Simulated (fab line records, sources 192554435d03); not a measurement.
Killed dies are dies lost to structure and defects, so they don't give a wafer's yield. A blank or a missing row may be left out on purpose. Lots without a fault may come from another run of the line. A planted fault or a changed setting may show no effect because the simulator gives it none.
Chamber matching | flow n5_finfet | N5_BEOL_M2_ILD_DEP_00 on pecvd-04: 3 sister chambers
The step deposits SiOC from DEMS/O2, target thk 79 nm, time 15.3 s. 6 wafers are shown with their chamber, then 9 later ones without.

WAFERS WITH THEIR CHAMBER
wafer  | chamber | throttle_valve_pct (%) | showerhead_plenum_p_Torr (Torr)
L087.1 | 0       | 14.3                   | 5.678
L087.2 | 1       | 12.3                   | 5.686
L087.3 | 2       | 10.9                   | 5.675
L087.4 | 2       | 11.0                   | 5.661
L087.5 | 1       | 12.2                   | 5.697
L087.6 | 0       | 14.8                   | 5.704

WAFERS WITHOUT THEIR CHAMBER
wafer  | throttle_valve_pct (%) | showerhead_plenum_p_Torr (Torr)
L089.1 | 14.6                   | 5.701
L089.2 | 11.3                   | 5.683
L089.5 | 11.2                   | 5.668
L091.1 | 14.9                   | 5.676
L091.2 | 12.1                   | 5.696
L091.5 | 14.6                   | 5.683
L095.2 | 14.7                   | 5.685
L095.3 | 11.2                   | 5.666
L095.4 | 11.2                   | 5.678

WHICH CHAMBER EACH WENT THROUGH
wafer  | from the rows above | in truth
L089.1 | 0                   | 0
L089.2 | 2                   | 2
L089.5 | 2                   | 2
L091.1 | 0                   | 0
L091.2 | 1                   | 1
L091.5 | 0                   | 0
L095.2 | 0                   | 0
L095.3 | 2                   | 2
L095.4 | 2                   | 2
Placed correctly: 9 of 9. Can't be placed from these rows: 0. Placed wrongly: 0.
How it was worked out, from the rows above alone: a wafer's distance from a chamber is the root of the sum, over the readings, of the square of ((its reading less the chamber's mean) divided by the reading's scatter). The wafer belongs to the nearest chamber; if the next one is less than 2 further off, it can't be placed. A chamber's mean is the mean of its shown wafers. The scatter: the root of (the sum of the squares of (reading less its chamber's mean) over the shown wafers, divided by (wafers less chambers)).
